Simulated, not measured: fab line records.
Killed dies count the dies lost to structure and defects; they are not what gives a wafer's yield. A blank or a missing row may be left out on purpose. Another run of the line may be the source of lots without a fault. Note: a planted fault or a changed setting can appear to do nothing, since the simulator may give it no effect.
fab line records ; flow n5-finfet
record: lots: 10; wafers: 30; last-day: 18
route steps=1938 shown BEOL_M4@1111 BEOL_M8@1374 PASSIVATION@1907
lots that met no fault: taken from a fault-free run of the same line
start-h: hours from the record's opening day to when the first of the lot's shown wafers began ; wait-h: time in hours since the lot's previous step ; " same as the row above ; L1.1+2: several wafers, shown together as one row ; - no value present, or no start provided ; * or withheld: withheld ; < > ~ a bound
route shown NAME@n: names a module that has steps shown in the file, with the first one's number in the route ; usual: the fault-free wafers' mean and standard deviation ; same: alike in all rows ; chamber/n: place in a boat ; sites: per-site readings ; _std_site: how widely they spread, as a standard deviation ; _edge_site: inner sites' mean taken away from outer sites' mean ; radius-mm: how far each site lies from the wafer's centre ; mask NAME#n: copy n ; behind: tool/chamber where the wafer was last shaped ; hold: reason for holding the lot/hours on hold/outcome of the hold ; device: whichever transistor did not switch (one of n, p or np) ; end of line: the tests these same wafers got at the end of their route ; where a step has no rows: the recipe by itself ; killed: dies lost to structure and defects at the first sort, not the wafer's yield ; map: a wafer's dies, marking killed ones x, the rest . and places with no die _
set.NAME: the setting the step ran with; set.NAME@STEP: the setting that earlier step ran with ; model.NAME: the simulator's own value behind a step, which no gauge read
the route's steps for a sample of lots (tables are steps, rows are wafers)
services: when a tool's chamber went out of use (start-h, in hours from the record's first day, below 0 if earlier), for how many hours, and the reason
== steps ==
step: N5_BEOL_M4_RC_MEAS_101
usual: DIBL_N: 36.2/1.7; DIBL_P: 36.2/2.2; IOFF_N: 0.16/0.035; IOFF_P: 0.21/0.042; ION_N: 673/13; ION_P: 462/7.9; SS_N: 71.4/0.59; SS_P: 73.2/0.7; VT_N: 250/3.6; VT_P: -251/3.5
lot.wafer;tool;chamber;start-h;wait-h;DIBL_N[mV/V];DIBL_P[mV/V];IOFF_N[nA/um];IOFF_P[nA/um];ION_N[uA/um];ION_P[uA/um];SS_N[mV/dec];SS_P[mV/dec];VT_N[mV];VT_P[mV]
L371.2;prober-01;0;158.81;0.2;39.5;39.9;0.20;0.24;672;458;72.9;74.6;248;-248
L371.3;prober-01;0;158.81;0.2;37.5;36.7;0.17;0.20;681;461;71.9;74.5;253;-251
L371.4;prober-01;0;158.81;0.2;34.2;33.5;0.11;0.15;642;443;71.0;72.4;256;-256
L372.2;prober-01;0;167.22;0.2;36.3;36.1;0.14;0.19;653;446;70.9;73.0;250;-252
L372.4;prober-01;0;167.22;0.2;38.7;40.1;0.21;0.25;688;461;72.5;74.0;243;-247
L372.5;prober-01;0;167.22;0.2;36.4;38.5;0.17;0.22;674;465;71.4;73.9;248;-251
L373.1;prober-01;0;173.48;0.0;33.7;35.2;0.14;0.21;667;469;70.5;72.9;252;-250
L373.3;prober-01;0;173.48;0.0;35.4;37.1;0.16;0.23;674;473;71.1;73.2;250;-248
L373.4;prober-01;0;173.48;0.0;35.9;37.6;0.18;0.23;682;473;71.9;74.0;248;-250
L374.1;prober-02;0;175.22;0.0;36.6;37.7;0.20;0.26;688;468;72.1;73.4;243;-246
L374.4;prober-02;0;175.22;0.0;39.1;41.7;0.27;0.34;713;482;71.7;74.9;240;-244
L374.6;prober-02;0;175.22;0.0;39.0;41.1;0.27;0.34;696;476;72.7;74.9;240;-243
L376.1;prober-01;0;188.64;0.0;39.8;40.7;0.25;0.32;705;485;72.4;74.7;240;-245
L376.3;prober-01;0;188.64;0.0;39.8;39.1;0.22;0.28;680;468;71.3;74.4;246;-248
L376.5;prober-01;0;188.64;0.0;41.5;41.8;0.28;0.36;688;478;72.1;74.7;243;-243
L377.1;prober-01;0;196.32;0.0;35.6;38.0;0.17;0.21;681;456;71.0;72.9;252;-250
L377.2;prober-01;0;196.32;0.0;34.7;36.0;0.14;0.18;662;454;71.7;73.0;250;-253
L377.4;prober-01;0;196.32;0.0;38.1;39.9;0.20;0.23;681;458;71.8;74.0;249;-251
L378.1;prober-02;0;211.46;0.0;37.3;37.1;0.18;0.24;676;468;71.6;72.4;249;-248
L378.2;prober-02;0;211.46;0.0;37.1;38.6;0.19;0.27;691;477;71.7;73.7;246;-247
L378.3;prober-02;0;211.46;0.0;36.5;36.5;0.16;0.22;682;463;71.3;72.6;250;-250
L384.2;prober-02;0;247.97;0.2;36.2;34.2;0.14;0.17;679;460;72.2;73.1;252;-255
L384.4;prober-02;0;247.97;0.2;35.7;34.5;0.13;0.17;680;461;70.5;73.2;254;-256
L384.6;prober-02;0;247.97;0.2;37.3;35.9;0.15;0.19;674;461;71.6;72.7;253;-251
L390.2;prober-01;0;287.95;0.2;35.2;34.0;0.13;0.18;668;460;71.4;72.7;250;-253
L390.4;prober-01;0;287.95;0.2;37.4;36.2;0.18;0.22;685;467;71.3;72.8;245;-251
L390.6;prober-01;0;287.95;0.2;36.4;34.2;0.15;0.19;661;455;70.8;73.1;249;-252
L394.1;prober-01;0;305.78;0.0;34.9;36.8;0.15;0.17;665;450;70.6;73.9;252;-257
L394.4;prober-01;0;305.78;0.0;35.1;35.5;0.14;0.16;672;451;71.4;73.2;252;-259
L394.5;prober-01;0;305.78;0.0;34.1;35.1;0.13;0.16;666;454;71.0;73.1;255;-258
step: N5_BEOL_M8_VIA_ETCH_34
recipe: chemistry: C4F6/O2; target: SiCOH_lowk; target-depth-a: 1255; mask-material: SOC; taper-deg: 4; time-s: 50.5; ion-energy-ev: 250; pressure-mtorr: 30; source-w: 345; bias-w: 185; Ar_flow_sccm: 300; C4F6_flow_sccm: 10; O2_flow_sccm: 10
usual: drypump-motor-current-A: 5.6/0.43; oes-product-au: 0.76/0.063; rf-vpp-V: 661/12; showerhead-plenum-p-Torr: 2.87/0.083; throttle-valve-pct: 20.79/0.19
lot.wafer;tool;chamber;start-h;wait-h;drypump-motor-current-A;oes-product-au;rf-hours-counter-h;rf-vpp-V;showerhead-plenum-p-Torr;throttle-valve-pct
L371.2;rie-diel-03;2;197.70;0.0;5.2;0.76;175;661;2.84;20.72
L371.3;rie-diel-03;1;197.70;0.0;5.4;0.75;147;672;2.83;20.56
L371.4;rie-diel-03;2;197.70;0.0;5.2;0.77;-;660;2.83;20.70
L372.2;rie-diel-04;1;201.98;0.0;6.0;0.85;48;678;2.91;21.16
L372.4;rie-diel-04;0;201.98;0.0;6.1;0.74;178;660;2.83;21.11
L372.5;rie-diel-04;0;201.98;0.0;6.0;0.74;-;660;2.83;21.11
L373.1;rie-diel-03;1;207.62;0.0;5.4;0.75;150;672;2.83;20.56
L373.3;rie-diel-03;0;207.62;0.0;5.4;0.79;114;656;2.98;20.62
L373.4;rie-diel-03;0;207.62;0.0;5.3;0.79;-;657;2.98;20.64
L374.1;rie-diel-01;1;213.51;0.0;5.1;0.70;252;663;2.93;20.96
L374.4;rie-diel-01;3;213.51;0.0;6.2;0.84;50;645;3.03;20.84
L374.6;rie-diel-01;3;213.51;0.0;6.2;0.84;-;646;3.03;20.83
L376.1;rie-diel-01;0;221.45;0.0;5.8;0.74;177;649;2.84;20.80
L376.3;rie-diel-01;2;221.45;0.0;4.8;0.71;194;679;2.72;21.02
L376.5;rie-diel-01;0;221.45;0.0;5.8;0.74;-;648;2.84;20.79
L377.1;rie-diel-01;2;231.19;0.0;4.8;0.71;199;679;2.72;21.04
L377.2;rie-diel-01;0;231.19;0.0;5.8;0.73;182;649;2.83;20.79
L377.4;rie-diel-01;2;231.19;0.0;4.8;0.71;-;680;2.72;21.04
L378.1;rie-diel-01;3;243.32;0.0;6.2;0.82;57;647;3.03;20.85
L378.2;rie-diel-01;2;243.32;0.0;4.8;0.71;205;680;2.72;21.06
L378.3;rie-diel-01;0;243.32;0.0;5.9;0.74;188;646;2.83;20.82
L384.2;rie-diel-01;1;287.43;0.0;5.1;0.78;2;663;2.92;20.52
L384.4;rie-diel-01;3;287.43;0.0;6.2;0.63;76;646;3.02;20.83
L384.6;rie-diel-01;3;287.43;0.0;6.1;0.63;-;646;3.02;20.83
L390.2;rie-diel-04;2;323.38;0.0;6.1;0.89;35;677;2.79;20.50
L390.4;rie-diel-04;2;323.38;0.0;6.1;0.88;-;677;2.79;20.51
L390.6;rie-diel-04;0;323.38;0.0;6.1;0.69;-;658;2.80;21.19
L394.1;rie-diel-03;1;340.41;0.0;5.4;0.71;199;672;2.81;20.64
L394.4;rie-diel-03;2;340.41;0.0;5.2;0.73;229;659;2.81;20.78
L394.5;rie-diel-03;0;340.41;0.0;5.3;0.75;-;656;2.96;20.71
step: N5_PASSIVATION_INSPECT_64
recipe: mode: adi; inspect-instrument: macro
usual: raw-defect-count: 2.0/1.5
lot.wafer;tool;chamber;start-h;wait-h;raw-defect-count
L371.2;defect-inspect-02;-;269.08;0.0;4
L371.3;defect-inspect-02;-;269.08;0.0;1
L371.4;defect-inspect-02;-;269.08;0.0;1
L372.2;defect-inspect-02;-;273.21;0.0;2
L372.4;defect-inspect-02;-;273.21;0.0;1
L372.5;defect-inspect-02;-;273.21;0.0;4
L373.1;defect-inspect-01;-;273.97;0.0;0
L373.3;defect-inspect-01;-;273.97;0.0;2
L373.4;defect-inspect-01;-;273.97;0.0;0
L374.1;defect-inspect-02;-;280.04;0.0;5
L374.4;defect-inspect-02;-;280.04;0.0;2
L374.6;defect-inspect-02;-;280.04;0.0;1
L376.1;defect-inspect-02;-;289.51;0.0;2
L376.3;defect-inspect-02;-;289.51;0.0;3
L376.5;defect-inspect-02;-;289.51;0.0;6
L377.1;defect-inspect-02;-;289.68;0.0;1
L377.2;defect-inspect-02;-;289.68;0.0;1
L377.4;defect-inspect-02;-;289.68;0.0;1
L378.1;defect-inspect-02;-;308.74;0.0;1
L378.2;defect-inspect-02;-;308.74;0.0;2
L378.3;defect-inspect-02;-;308.74;0.0;2
L390.2;defect-inspect-01;-;383.15;0.0;0
L390.4;defect-inspect-01;-;383.15;0.0;5
L390.6;defect-inspect-01;-;383.15;0.0;2
L394.1;defect-inspect-01;-;431.56;0.0;4
L394.4;defect-inspect-01;-;431.56;0.0;1
L394.5;defect-inspect-01;-;431.56;0.0;1
step: N5_PASSIVATION_ETCH_59
recipe: chemistry: Cl2/BCl3; target: TaN; target-depth-a: 650; time-s: 34.9; ion-energy-ev: 100; pressure-mtorr: 10; icp-w: 900; bias-w: 100; Cl2_flow_sccm: 60; bcl3-flow-sccm: 30
usual: drypump-motor-current-A: 5.7/0.48; he-backside-leak-sccm: 3.46/0.26; mfc-cl2-sccm: 59.98/0.21; oes-product-au: 0.83/0.04; throttle-valve-pct: 21.16/0.18
lot.wafer;tool;chamber;start-h;wait-h;drypump-motor-current-A;he-backside-leak-sccm;mfc-cl2-sccm;oes-product-au;rf-hours-counter-h;throttle-valve-pct
L371.2;rie-metal-03;0;269.60;0.3;5.4;3.09;60.23;0.86;16;20.90
L371.3;rie-metal-03;0;269.60;0.3;5.5;3.09;59.76;0.86;-;20.92
L371.4;rie-metal-03;1;269.60;0.3;5.0;3.59;59.93;0.88;-;21.09
L372.2;rie-metal-02;1;274.01;0.3;6.2;3.62;59.96;0.86;13;21.43
L372.4;rie-metal-02;1;274.01;0.3;6.2;3.51;59.77;0.86;-;21.45
L372.5;rie-metal-02;0;274.01;0.3;6.1;3.49;60.09;0.83;-;21.29
L373.1;rie-metal-03;1;274.57;0.3;4.9;3.42;59.87;0.88;12;21.07
L373.3;rie-metal-03;0;274.57;0.3;5.4;3.33;59.89;0.85;-;20.89
L373.4;rie-metal-03;1;274.57;0.3;4.9;3.56;60.06;0.89;-;21.07
L374.1;rie-metal-01;1;280.56;0.3;6.1;3.45;60.22;0.76;47;21.14
L374.4;rie-metal-01;1;280.56;0.3;6.1;3.38;60.08;0.76;-;21.12
L374.6;rie-metal-01;1;280.56;0.3;6.1;3.39;60.20;0.77;-;21.14
L376.1;rie-metal-03;1;290.03;0.3;4.9;3.49;60.17;0.87;14;21.07
L376.3;rie-metal-03;1;290.03;0.3;4.9;3.50;60.24;0.87;-;21.08
L376.5;rie-metal-03;1;290.03;0.3;4.9;3.56;60.23;0.88;-;21.08
L377.1;rie-metal-02;0;290.30;0.3;6.1;3.67;60.17;0.83;23;21.28
L377.2;rie-metal-02;1;290.30;0.3;6.2;3.38;60.17;0.84;16;21.46
L377.4;rie-metal-02;0;290.30;0.3;6.1;3.58;59.92;0.83;-;21.28
L378.1;rie-metal-02;1;311.03;0.4;6.2;3.49;60.07;0.86;17;21.44
L378.2;rie-metal-02;0;311.03;0.4;6.0;3.63;59.86;0.82;25;21.28
L378.3;rie-metal-02;0;311.03;0.4;6.0;3.49;60.03;0.83;-;21.26
L390.2;rie-metal-03;0;383.94;0.3;5.4;3.20;60.41;0.81;28;20.93
L390.4;rie-metal-03;1;383.94;0.3;4.9;3.53;59.99;0.84;-;21.12
L390.6;rie-metal-03;1;383.94;0.3;4.9;3.45;60.16;0.83;-;21.11
L394.1;rie-metal-02;0;432.08;0.3;6.1;5.27;60.35;0.80;33;21.29
L394.4;rie-metal-02;0;432.08;0.3;6.1;3.73;59.97;0.80;-;21.29
L394.5;rie-metal-02;1;432.08;0.3;6.2;3.65;60.17;0.82;-;21.49
step: N5_PASSIVATION_CD_MEAS_44
recipe: target-cd-nm: 40000; landing-energy-ev: 500; detector: se-inlens
usual: cd-nm: 40001/4
lot.wafer;tool;chamber;start-h;wait-h;cd-nm
L371.2;cd-sem-02;0;271.44;-;40006
L371.3;cd-sem-02;0;271.44;-;40001
L371.4;cd-sem-02;0;271.44;-;40009
L372.2;cd-sem-01;0;275.60;-;40002
L372.4;cd-sem-01;0;275.60;-;40006
L372.5;cd-sem-01;0;275.60;-;39996
L373.1;cd-sem-02;0;275.92;-;40002
L373.3;cd-sem-02;0;275.92;-;40002
L373.4;cd-sem-02;0;275.92;-;40011
L374.1;cd-sem-01;0;281.72;-;40000
L374.4;cd-sem-01;0;281.72;-;40001
L374.6;cd-sem-01;0;281.72;-;40002
L376.1;cd-sem-01;0;291.28;-;39995
L376.3;cd-sem-01;0;291.28;-;40000
L376.5;cd-sem-01;0;291.28;-;39994
L377.1;cd-sem-02;0;291.67;-;39997
L377.2;cd-sem-02;0;291.67;-;39999
L377.4;cd-sem-02;0;291.67;-;40001
L378.1;cd-sem-01;0;312.72;-;40003
L378.2;cd-sem-01;0;312.72;-;39995
L378.3;cd-sem-01;0;312.72;-;40001
L390.2;cd-sem-03;0;385.11;-;39999
L390.4;cd-sem-03;0;385.11;-;39998
L390.6;cd-sem-03;0;385.11;-;40000
L394.1;cd-sem-03;0;433.24;-;39999
L394.4;cd-sem-03;0;433.24;-;40004
L394.5;cd-sem-03;0;433.24;-;40002
step: N5_PASSIVATION_PROBE_49
usual: defect-limited-yield: 91.4/1.4; killed_at_M0_to_M3: 31/10; killed_at_M4_up: 14/5.6; killed-at-contacts: 13/6.3; killed-at-front-end: 39/10; killed-at-other: 4/3.1; killed-dies: 101/16; killed-on-rim: 13/3.9; killed-open: 65/13; killed-short: 34/7.2; sort_bin_4_leakage: 0.00/0.007; sort_bin_5_function: 5.1/0.88; sort_bin_6_memory: 3.2/0.66; sort-n-pass: 1079/16; sort-yield-pct: 91.4/1.4
same: gross-dies: 1180; killed-at-back-side: 0; sort_bin_8_speed[%]: 0
lot.wafer;tool;chamber;start-h;wait-h;defect-limited-yield[%];killed_at_M0_to_M3;killed_at_M4_up;killed-at-contacts;killed-at-front-end;killed-at-other;killed-dies;killed-on-rim;killed-open;killed-short;sort_bin_4_leakage[%];sort_bin_5_function[%];sort_bin_6_memory[%];sort-n-pass;sort-yield-pct[%]
L371.2;prober-01;-;274.71;0.1;88.6;45;10;18;58;3;134;16;97;34;0;6.7;4.2;1046;88.6
L371.3;prober-01;-;274.76;0.1;90.1;32;15;11;57;2;117;14;75;40;0;6.1;3.4;1063;90.1
L371.4;prober-01;-;274.81;0.2;91.8;30;12;15;38;2;97;16;65;32;0;4.4;3.6;1083;91.8
L378.1;prober-01;-;316.07;0.0;90.8;45;9;22;29;3;108;13;71;37;0;5.6;3.1;1072;90.8
L378.2;prober-01;-;316.12;0.1;91.6;37;10;14;34;4;99;7;63;35;0;5.1;3.1;1081;91.6
L378.3;prober-01;-;316.17;0.1;93.1;31;3;5;37;5;81;12;46;35;0;4.2;2.6;1099;93.1
L384.2;prober-02;-;356.06;0.1;0.3;49;1052;10;55;11;1177;150;93;46;0;94.7;4.7;3;0.3
L384.4;prober-02;-;356.16;0.2;0.1;21;1100;11;36;11;1179;152;53;36;0;96.9;2.5;1;0.1
L384.6;prober-02;-;356.26;0.3;0;32;1081;8;51;8;1180;152;79;34;0;95.5;4.1;0;0
killed by level:class
L371.2 STI_FIN_REVEAL:geometric-particle:open=16 MOL_CONTACT_COAG:geometric-particle:open=15 FIN_SAQP:geometric-particle:open=14 BEOL_M0_SAQP:geometric-particle:open=10 BEOL_M3:geometric-particle:open=10 BEOL_M0_SAQP:geometric-particle:short=9 FIN_SAQP:geometric-particle:short=8 BEOL_M1:geometric-particle:open=4
L371.3 FIN_SAQP:geometric-particle:open=11 STI_FIN_REVEAL:geometric-particle:open=10 MOL_CONTACT_COAG:geometric-particle:open=10 FIN_SAQP:geometric-particle:short=9 BEOL_M0_SAQP:geometric-particle:open=7 ILD0:geometric-particle:short=6 BEOL_M0_SAQP:geometric-particle:short=6 BEOL_M2:geometric-particle:open=6
L371.4 MOL_CONTACT_COAG:geometric-particle:open=10 FIN_SAQP:geometric-particle:open=9 STI_FIN_REVEAL:geometric-particle:open=7 BEOL_M3:geometric-particle:open=6 BEOL_M1:geometric-particle:open=6 FIN_SAQP:geometric-particle:short=5 BEOL_M0_SAQP:geometric-particle:open=5 MOL_CONTACT_COAG:geometric-particle:short=5
L378.1 MOL_CONTACT_COAG:geometric-particle:open=16 BEOL_M1:geometric-particle:open=10 BEOL_M0_SAQP:geometric-particle:short=8 BEOL_M3:geometric-particle:open=8 STI_FIN_REVEAL:geometric-particle:open=7 BEOL_M0_SAQP:geometric-particle:open=7 MOL_CONTACT_COAG:geometric-particle:short=6 GATE_CUT:geometric-particle:short=5
L378.2 MOL_CONTACT_COAG:geometric-particle:open=14 BEOL_M0_SAQP:geometric-particle:short=10 BEOL_M0_SAQP:geometric-particle:open=7 STI_FIN_REVEAL:geometric-particle:open=6 BEOL_M3:geometric-particle:open=6 BEOL_M4:geometric-particle:open=5 FIN_SAQP:geometric-particle:open=4 FIN_SAQP:geometric-particle:short=4
L378.3 BEOL_M0_SAQP:geometric-particle:open=9 STI_FIN_REVEAL:geometric-particle:short=8 STI_FIN_REVEAL:geometric-particle:open=8 BEOL_M0_SAQP:geometric-particle:short=6 BEOL_M3:geometric-particle:open=6 GATE_CUT:geometric-particle:short=5 BEOL_M1:geometric-particle:open=5 FIN_SAQP:geometric-particle:open=3
L384.2 BEOL_M8:area-etch=1035 BEOL_M0_SAQP:geometric-particle:short=16 BEOL_M0_SAQP:geometric-particle:open=14 DUMMY_GATE:geometric-particle:open=11 STI_FIN_REVEAL:geometric-particle:open=9 BEOL_M4:geometric-particle:open=9 MOL_CONTACT_COAG:geometric-particle:open=8 GATE_CUT:geometric-particle:short=7
L384.4 BEOL_M8:area-etch=1087 MOL_CONTACT_COAG:geometric-particle:open=9 BEOL_M0_SAQP:geometric-particle:short=7 FIN_SAQP:geometric-particle:short=6 FIN_SAQP:geometric-particle:open=5 DUMMY_GATE:geometric-particle:short=5 DUMMY_GATE:geometric-particle:open=5 BEOL_M2:geometric-particle:open=5
L384.6 BEOL_M8:area-etch=1063 FIN_SAQP:geometric-particle:open=13 BEOL_M0_SAQP:geometric-particle:open=12 GATE_CUT:geometric-particle:open=9 BEOL_M0_SAQP:geometric-particle:short=7 STI_FIN_REVEAL:geometric-particle:open=6 DUMMY_GATE:geometric-particle:open=6 MOL_CONTACT_COAG:geometric-particle:open=5
== services ==
tool;chamber;start-h;hours;kind
rie-metal-03;-;186.42;2.8;pm
rie-metal-01;-;189.92;0.2;repair
rie-diel-01;3;191.98;14.3;repair
rie-diel-03;-;211.67;1.7;repair
rie-metal-02;1;238.10;16.0;repair
rie-diel-01;1;257.44;-;clean
rie-diel-04;1;287.30;4.7;repair
rie-diel-03;3;291.56;6.8;repair
rie-diel-03;-;293.56;1.1;repair
rie-diel-03;0;296.71;5.3;repair
rie-diel-01;-;306.91;75.6;repair
rie-diel-04;-;308.37;4.3;pm
rie-diel-04;3;321.46;9.9;repair
rie-metal-02;1;356.58;8.9;repair
rie-metal-01;0;359.15;20.8;repair
rie-diel-04;0;360.70;5.8;repair
rie-metal-03;1;363.93;2.0;repair
rie-metal-02;-;364.80;8.8;repair
rie-diel-04;3;368.33;39.2;repair
rie-diel-03;1;380.94;2.6;repair
rie-diel-04;1;381.81;1.8;repair
rie-metal-02;-;394.28;15.6;pm
rie-diel-04;0;409.71;7.7;repair
rie-metal-02;-;428.72;1.4;pm
== key ==
first-sign: step: N5_PASSIVATION_PROBE_49; reading: killed_at_M4_up; direction: up; sigmas: 99+; usual: 14; struck: 1078
effect: step: N5_PASSIVATION_PROBE_49; reading: sort_bin_5_function; direction: up; sigmas: 99+; usual: 5.1; struck: 95.7
more-kills-born-at: N5_BEOL_M8_VIA_ETCH_34@rie-diel-01: 3185
met-at N5_BEOL_M8_VIA_ETCH_34
struck-lots L384
later-rows-left-out L384.2,L384.4,L384.6
not-acting-at N5_PASSIVATION_INSPECT_64,N5_PASSIVATION_ETCH_59,N5_PASSIVATION_CD_MEAS_44
onset-between 243.32 287.43
fault: kind: process-parameter-drift; tool: rie-diel-01; chamber: -; onset-h: 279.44; steps: N5_BEOL_M8_VIA_ETCH_34; channel: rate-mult; offset: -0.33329; shape: step; end-h: 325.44
later-rows-left-out: the simulator's readings of these wafers behind a module that went badly wrong aren't trusted and aren't shown, but for the sort
